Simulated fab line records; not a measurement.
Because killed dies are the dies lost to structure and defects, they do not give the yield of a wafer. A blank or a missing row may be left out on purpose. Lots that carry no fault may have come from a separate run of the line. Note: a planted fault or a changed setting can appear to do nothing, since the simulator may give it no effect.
3 desks looking at one fault    flow n5_finfet    only its own numbers are on each desk; what lay behind them is given at the end

## THE METROLOGY DESK
What the gauges read, lot by lot, whatever tool the lot ran on: means of the sampled wafers that have a number. A lot is out of limits, marked OUT, if its mean lies more than 4 standard deviations from the usual mean; the brackets give that distance.
Columns: A = cd_nm at N5_BEOL_M8_CD_MEAS_11, usual 38.4 nm; B = M8_OVL at N5_BEOL_M8_OVL_MEAS_12, usual 0.2 nm
lot   first seen here  A     B
L339  day 10 23:19     38.3  0.9
L340  day 11 02:52     38.7  -0.9
L342  day 11 08:38     38.8  0.1
L352  day 15 01:37     38.0  0.6
L354  day 15 04:46     38.5  -0.1
L353  day 15 08:50     38.3  0.8
Result from this desk: across the 6 lots, nothing is out of limits.

## THE DEFECT DESK
What the inspections along the route counted, lot by lot: means of the sampled wafers that have a number. A lot is out of limits, marked OUT, if its mean lies more than 4 standard deviations from the usual mean; the brackets give that distance.
Columns: A = raw_defect_count at N5_BEOL_M8_INSPECT_13, usual 394
lot   first seen here  A
L339  day 10 23:22     404
L340  day 11 02:55     417
L342  day 11 08:42     422
L352  day 15 01:40     320
L354  day 15 04:50     505
L353  day 15 08:54     370
Result from this desk: across the 6 lots, nothing is out of limits.

## THE TOOL OWNER'S DESK: rie_metal-03
The tool's own readings at N5_BEOL_M8_HM_OPEN_17 (chemistry Cl2/BCl3, target TiN, target depth 20 nm, overetch 6 nm): means of the sampled wafers that have a number, for each lot that ran on this tool. A lot is out of limits, marked OUT, if its mean lies more than 4 standard deviations from the usual mean; the brackets give that distance.
Columns: A = drypump_motor_current_A at N5_BEOL_M8_HM_OPEN_17, usual 5.4 A; B = oes_product_au at N5_BEOL_M8_HM_OPEN_17, usual 0.66 a.u.; C = throttle_valve_pct at N5_BEOL_M8_HM_OPEN_17, usual 22.25 %
lot   first seen here  A    B     C
L340  day 11 03:13     5.3  0.63  22.28
L342  day 11 09:53     5.5  0.66  22.35
L354  day 15 05:12     5.1  0.58  22.25
Result from this desk: across the 3 lots, nothing is out of limits.

## TAKEN TOGETHER
The metrology desk saw nothing out of limits.
The defect desk saw nothing out of limits.
The tool owner's desk saw nothing out of limits.

## WHAT WAS PUT IN BY THE SIMULATOR
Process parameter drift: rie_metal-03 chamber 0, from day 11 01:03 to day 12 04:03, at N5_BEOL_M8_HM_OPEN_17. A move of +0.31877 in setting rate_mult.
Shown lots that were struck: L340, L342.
